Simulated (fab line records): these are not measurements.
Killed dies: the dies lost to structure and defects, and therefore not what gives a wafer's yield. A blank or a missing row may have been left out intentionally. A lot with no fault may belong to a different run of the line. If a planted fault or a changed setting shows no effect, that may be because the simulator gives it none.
fab line records | flow n5-finfet | part 2 of 2: steps 21 to 31 of 31
[record] lots = 5 | wafers = 15 | last-day = 17
route steps=1938 shown BEOL_M15@1776
lots with no fault: from the same line, run without faults
start-h: hours from the record's first day to the start of the lot's first wafer shown | wait-h: hours elapsed since this lot's preceding step | " unchanged from the row above | L1.1+2: a single row standing in for several wafers | - no value, or no start given | * or withheld: withheld | < > ~ a bound
route shown NAME@n: names a module that has steps shown in the file, with the first one's number in the route | usual: mean and standard deviation over wafers with no fault | same: alike in all rows | chamber/n: place in a boat | sites: readings site by site | _std_site: the standard deviation of these | _edge_site: the outer-site mean with the inner-site mean subtracted | radius-mm: how far each site lies from the wafer's centre | mask NAME#n: copy n | behind: tool/chamber where the wafer was last shaped | hold: cause of the lot's hold/its duration in hours/its outcome | device: which transistor (n, p or np) failed to switch | end of line: the tests these same wafers got at the end of their route | for a step that has no rows: nothing shown but its recipe | killed: the dies lost at the first sort to structure and to defects; this is not the yield of the wafer | map: per-die view of a wafer (x killed, . not killed, _ where there is no die)
set.NAME: the run value of the setting; set.NAME@STEP: its run value at that earlier step | model.NAME: the simulator's own value behind a step, which no gauge read
lots at selected steps of the route; one table per step, one row per wafer
services: a tool's chamber out of use, with start hour (start-h, from the record's first day; less than 0 if before it), hours out, and reason
[[steps]]
[step N5_BEOL_M15_COAT_60]
[recipe] resist = BARC | temp-c = 205 | time-s = 60 | spin-rpm = 1500 | resist-thk-nm = 89
[usual] exhaust-pa = 45.0/0.91
[same] time-s = 60
lot.wafer | tool           | chamber | start-h | wait-h | exhaust-pa
L077.1    | litho-track-01 | 0       | 258.31  | 0.3    | 44.5
L077.2    | "              | 0       | "       | "      | 44.3
L077.5    | "              | 0       | "       | "      | 44.8
L083.3    | litho-track-01 | 0       | 300.90  | 0.3    | 45.4
L083.4    | "              | 0       | "       | "      | 45.0
L083.6    | "              | 0       | "       | "      | 46.0
L085.1    | litho-track-01 | 0       | 308.41  | 0.3    | 44.4
L085.3    | "              | 0       | "       | "      | 44.9
L085.5    | "              | 0       | "       | "      | 44.5
L088.1    | litho-track-03 | 0       | 327.89  | 0.3    | 45.7
L088.3    | "              | 0       | "       | "      | 44.6
L088.4    | "              | 0       | "       | "      | 44.7
L095.1    | litho-track-01 | 0       | 377.17  | 0.3    | 45.7
L095.3    | "              | 0       | "       | "      | 44.4
L095.6    | "              | 0       | "       | "      | 44.8
[step N5_BEOL_M15_COAT_22]
[recipe] spin-rpm = 1704 | resist-thk-nm = 800
[usual] exhaust-pa = 44.9/0.89
lot.wafer | tool           | chamber | start-h | wait-h | exhaust-pa
L077.1    | litho-track-01 | 0       | -       | -      | 46.0
L077.2    | "              | 0       | "       | "      | 46.5
L077.5    | "              | 0       | "       | "      | 44.8
L083.3    | litho-track-01 | 0       | -       | -      | 44.2
L083.4    | "              | 0       | "       | "      | 45.0
L083.6    | "              | 0       | "       | "      | 45.7
L085.1    | litho-track-01 | 0       | -       | -      | 45.7
L085.3    | "              | 0       | "       | "      | 44.1
L085.5    | "              | 0       | "       | "      | 44.9
L088.1    | litho-track-03 | 0       | -       | -      | 46.0
L088.3    | "              | 0       | "       | "      | 45.5
L088.4    | "              | 0       | "       | "      | 45.7
L095.1    | litho-track-01 | 0       | -       | -      | 44.0
L095.3    | "              | 0       | "       | "      | 44.3
L095.6    | "              | 0       | "       | "      | 44.3
[step N5_BEOL_M15_EBR_24]
[recipe] solvent = PGMEA | ebr-width-mm = 1.5
[usual] exhaust-pa = 45.1/0.97
lot.wafer | tool           | chamber | start-h | wait-h | exhaust-pa
L077.1    | litho-track-01 | 0       | -       | -      | 46.1
L077.2    | "              | 0       | "       | "      | 47.1
L077.5    | "              | 0       | "       | "      | 45.7
L083.3    | litho-track-01 | 0       | -       | -      | 45.1
L083.4    | "              | 0       | "       | "      | 46.0
L083.6    | "              | 0       | "       | "      | 45.0
L085.1    | litho-track-01 | 0       | -       | -      | 44.6
L085.3    | "              | 0       | "       | "      | 43.8
L085.5    | "              | 0       | "       | "      | 44.9
L088.1    | litho-track-03 | 0       | -       | -      | 43.7
L088.3    | "              | 0       | "       | "      | 45.5
L088.4    | "              | 0       | "       | "      | 45.2
L095.1    | litho-track-01 | 0       | -       | -      | 43.4
L095.3    | "              | 0       | "       | "      | 45.4
L095.6    | "              | 0       | "       | "      | 44.9
[step N5_BEOL_M15_SOFTBAKE_23]
[recipe] temp-c = 130 | time-s = 60
[usual] exhaust-pa = 45.0/0.77
[same] time-s = 60
lot.wafer | tool           | chamber | start-h | wait-h | exhaust-pa
L077.1    | litho-track-01 | 0       | -       | -      | 46.1
L077.2    | "              | 0       | "       | "      | 44.2
L077.5    | "              | 0       | "       | "      | 45.5
L083.3    | litho-track-01 | 0       | -       | -      | 44.7
L083.4    | "              | 0       | "       | "      | 44.9
L083.6    | "              | 0       | "       | "      | 44.7
L085.1    | litho-track-01 | 0       | -       | -      | 45.6
L085.3    | "              | 0       | "       | "      | 45.2
L085.5    | "              | 0       | "       | "      | 45.4
L088.1    | litho-track-03 | 0       | -       | -      | 45.6
L088.3    | "              | 0       | "       | "      | 46.0
L088.4    | "              | 0       | "       | "      | 45.4
L095.1    | litho-track-01 | 0       | -       | -      | 44.8
L095.3    | "              | 0       | "       | "      | 45.9
L095.6    | "              | 0       | "       | "      | 45.4
[step N5_BEOL_M15_EXPOSE_25]
[recipe] mask-id = M15 | na = 0.8 | source-shape = annular | sigma-inner = 0.5 | sigma-outer = 0.8 | polarization = unpolarized | target-cd-nm = 400 | dose-mj = 35.5
lot.wafer  | tool           | chamber | start-h | wait-h | mask
L077.1+2+5 | krf-scanner-02 | 0       | 258.41  | -      | M15#0
L083.3+4+6 | krf-scanner-02 | 0       | 301.13  | -      | M15#0
L085.1+3+5 | krf-scanner-01 | 0       | 308.63  | -      | M15#0
L088.1+3+4 | krf-scanner-02 | 0       | 328.12  | -      | M15#0
L095.1+3+6 | krf-scanner-02 | 0       | 377.39  | -      | M15#0
[step N5_BEOL_M15_PEB_26]
[recipe] peb-temp-c = 130 | peb-time-s = 90
[usual] exhaust-pa = 44.8/0.79
[same] peb-time-s = 90
lot.wafer | tool           | chamber | start-h | wait-h | exhaust-pa
L077.1    | litho-track-03 | 0       | 258.47  | 0.1    | 43.7
L077.2    | "              | 0       | "       | "      | 44.9
L077.5    | "              | 0       | "       | "      | 44.9
L083.3    | litho-track-04 | 0       | 301.18  | 0.0    | 43.3
L083.4    | "              | 0       | "       | "      | 44.0
L083.6    | "              | 0       | "       | "      | 44.0
L085.1    | litho-track-01 | 0       | 308.69  | 0.1    | 43.5
L085.3    | "              | 0       | "       | "      | 44.9
L085.5    | "              | 0       | "       | "      | 44.5
L088.1    | litho-track-01 | 0       | 328.18  | 0.1    | 44.3
L088.3    | "              | 0       | "       | "      | 44.9
L088.4    | "              | 0       | "       | "      | 44.3
L095.1    | litho-track-01 | 0       | 377.45  | 0.1    | 45.5
L095.3    | "              | 0       | "       | "      | 44.1
L095.6    | "              | 0       | "       | "      | 45.6
[step N5_BEOL_M15_DEVELOP_27]
[recipe] develop-time-s = 45 | rinse-liquid = diw | dry = air-spin | dev-temp-c = 21
[usual] exhaust-pa = 45.1/0.97
lot.wafer | tool           | chamber | start-h | wait-h | exhaust-pa
L077.1    | litho-track-03 | 0       | -       | -      | 45.3
L077.2    | "              | 0       | "       | "      | 44.6
L077.5    | "              | 0       | "       | "      | 46.7
L083.3    | litho-track-04 | 0       | -       | -      | 45.7
L083.4    | "              | 0       | "       | "      | 44.1
L083.6    | "              | 0       | "       | "      | 43.1
L085.1    | litho-track-01 | 0       | -       | -      | 45.5
L085.3    | "              | 0       | "       | "      | 46.2
L085.5    | "              | 0       | "       | "      | 45.2
L088.1    | litho-track-01 | 0       | -       | -      | 45.5
L088.3    | "              | 0       | "       | "      | 44.2
L088.4    | "              | 0       | "       | "      | 44.0
L095.1    | litho-track-01 | 0       | -       | -      | 43.6
L095.3    | "              | 0       | "       | "      | 45.2
L095.6    | "              | 0       | "       | "      | 44.9
[step N5_BEOL_M15_HARDBAKE_32]
[recipe] temp-c = 130 | time-s = 120
[usual] exhaust-pa = 45.0/0.89
[same] time-s = 120
lot.wafer | tool           | chamber | start-h | wait-h | exhaust-pa
L077.1    | litho-track-03 | 0       | -       | -      | 44.3
L077.2    | "              | 0       | "       | "      | 45.1
L077.5    | "              | 0       | "       | "      | 44.9
L083.3    | litho-track-04 | 0       | -       | -      | 44.5
L083.4    | "              | 0       | "       | "      | 43.9
L083.6    | "              | 0       | "       | "      | 43.6
L085.1    | litho-track-01 | 0       | -       | -      | 43.9
L085.3    | "              | 0       | "       | "      | 44.7
L085.5    | "              | 0       | "       | "      | 45.0
L088.1    | litho-track-01 | 0       | -       | -      | 45.6
L088.3    | "              | 0       | "       | "      | 45.3
L088.4    | "              | 0       | "       | "      | 45.2
L095.1    | litho-track-01 | 0       | -       | -      | 44.3
L095.3    | "              | 0       | "       | "      | 43.5
L095.6    | "              | 0       | "       | "      | 44.2
[step N5_BEOL_M15_CD_MEAS_28]
[recipe] target-cd-nm = 407.6 | landing-energy-ev = 500 | detector = se-inlens
[usual] cd-nm = 407.3/1.8
lot.wafer | tool      | chamber | start-h | wait-h | cd-nm
L077.1    | cd-sem-03 | 0       | 258.58  | -      | 406.8
L077.2    | "         | 0       | "       | "      | 404.9
L077.5    | "         | 0       | "       | "      | 407.1
L083.3    | cd-sem-01 | 0       | 301.30  | -      | 407.4
L083.4    | "         | 0       | "       | "      | 405.7
L083.6    | "         | 0       | "       | "      | 407.7
L085.1    | cd-sem-03 | 0       | 308.81  | -      | 409.4
L085.3    | "         | 0       | "       | "      | 409.8
L085.5    | "         | 0       | "       | "      | 408.0
L088.1    | cd-sem-02 | 0       | 328.29  | -      | 409.6
L088.3    | "         | 0       | "       | "      | 409.5
L088.4    | "         | 0       | "       | "      | 411.2
L095.1    | cd-sem-03 | 0       | 377.56  | -      | 404.2
L095.3    | "         | 0       | "       | "      | 407.5
L095.6    | "         | 0       | "       | "      | 408.6
[step N5_BEOL_M15_OVL_MEAS_29]
[recipe] points-per-wafer = 44
[usual] M15_OVL = -6/4.8
lot.wafer | tool       | chamber | start-h | wait-h | M15_OVL[nm]
L077.1    | overlay-01 | 0       | 258.62  | 0.0    | 1
L077.2    | "          | 0       | "       | "      | -3
L077.5    | "          | 0       | "       | "      | 2
L083.3    | overlay-01 | 0       | 301.32  | 0.0    | 8
L083.4    | "          | 0       | "       | "      | -5
L083.6    | "          | 0       | "       | "      | -2
L085.1    | overlay-02 | 0       | 308.84  | 0.0    | -8
L085.3    | "          | 0       | "       | "      | -12
L085.5    | "          | 0       | "       | "      | -4
L088.1    | overlay-01 | 0       | 328.32  | 0.0    | -2
L088.3    | "          | 0       | "       | "      | -5
L088.4    | "          | 0       | "       | "      | -8
L095.1    | overlay-02 | 0       | 377.59  | 0.0    | -5
L095.3    | "          | 0       | "       | "      | -7
L095.6    | "          | 0       | "       | "      | -9
[step N5_BEOL_M15_INSPECT_30]
[recipe] mode = adi | inspect-instrument = macro
[usual] raw-defect-count = 2.2/1.3
lot.wafer | tool              | chamber | start-h | wait-h | raw-defect-count
L077.1    | defect-inspect-01 | -       | 258.64  | 0.0    | 4
L077.2    | "                 | -       | "       | "      | 2
L077.5    | "                 | -       | "       | "      | 1
L083.3    | defect-inspect-02 | -       | 301.35  | 0.0    | 2
L083.4    | "                 | -       | "       | "      | 1
L083.6    | "                 | -       | "       | "      | 0
L085.1    | defect-inspect-01 | -       | 308.86  | 0.0    | 2
L085.3    | "                 | -       | "       | "      | 3
L085.5    | "                 | -       | "       | "      | 1
L088.1    | defect-inspect-02 | -       | 328.34  | 0.0    | 3
L088.3    | "                 | -       | "       | "      | 2
L088.4    | "                 | -       | "       | "      | 0
L095.1    | defect-inspect-01 | -       | 377.62  | 0.0    | 3
L095.3    | "                 | -       | "       | "      | 1
L095.6    | "                 | -       | "       | "      | 3
[[services]]
tool           | chamber | start-h | hours | kind
litho-track-01 | -       | 235.54  | -     | consumable-replace:filter
krf-scanner-01 | -       | 245.40  | 1.0   | pm
krf-scanner-01 | -       | 248.59  | 0.8   | pm
rie-diel-06    | 3       | 248.87  | 4.0   | repair
krf-scanner-01 | -       | 261.91  | 1.4   | repair
litho-track-01 | -       | 264.64  | -     | consumable-replace:filter
rie-diel-01    | 1       | 271.31  | 18.5  | repair
rie-diel-01    | 2       | 282.41  | 8.8   | repair
krf-scanner-02 | -       | 284.84  | 0.9   | repair
rie-diel-06    | 2       | 303.58  | -     | clean
rie-diel-06    | 2       | 303.58  | -     | consumable-replace:focus-ring
krf-scanner-01 | -       | 318.72  | 4.4   | pm
litho-track-01 | -       | 320.78  | -     | consumable-replace:filter
wet-bench-03   | -       | 329.22  | 1.9   | pm
krf-scanner-02 | -       | 330.99  | 1.6   | repair
krf-scanner-01 | -       | 333.66  | 1.3   | pm
krf-scanner-02 | -       | 336.99  | 0.2   | repair
krf-scanner-02 | -       | 340.35  | 0.8   | pm
rie-diel-01    | -       | 346.57  | 2.8   | pm
krf-scanner-02 | -       | 348.73  | 1.0   | pm
krf-scanner-02 | -       | 357.62  | 1.3   | pm
rie-diel-06    | -       | 363.32  | 2.8   | pm
rie-diel-03    | -       | 366.81  | 2.8   | pm
krf-scanner-02 | -       | 367.74  | 4.5   | repair
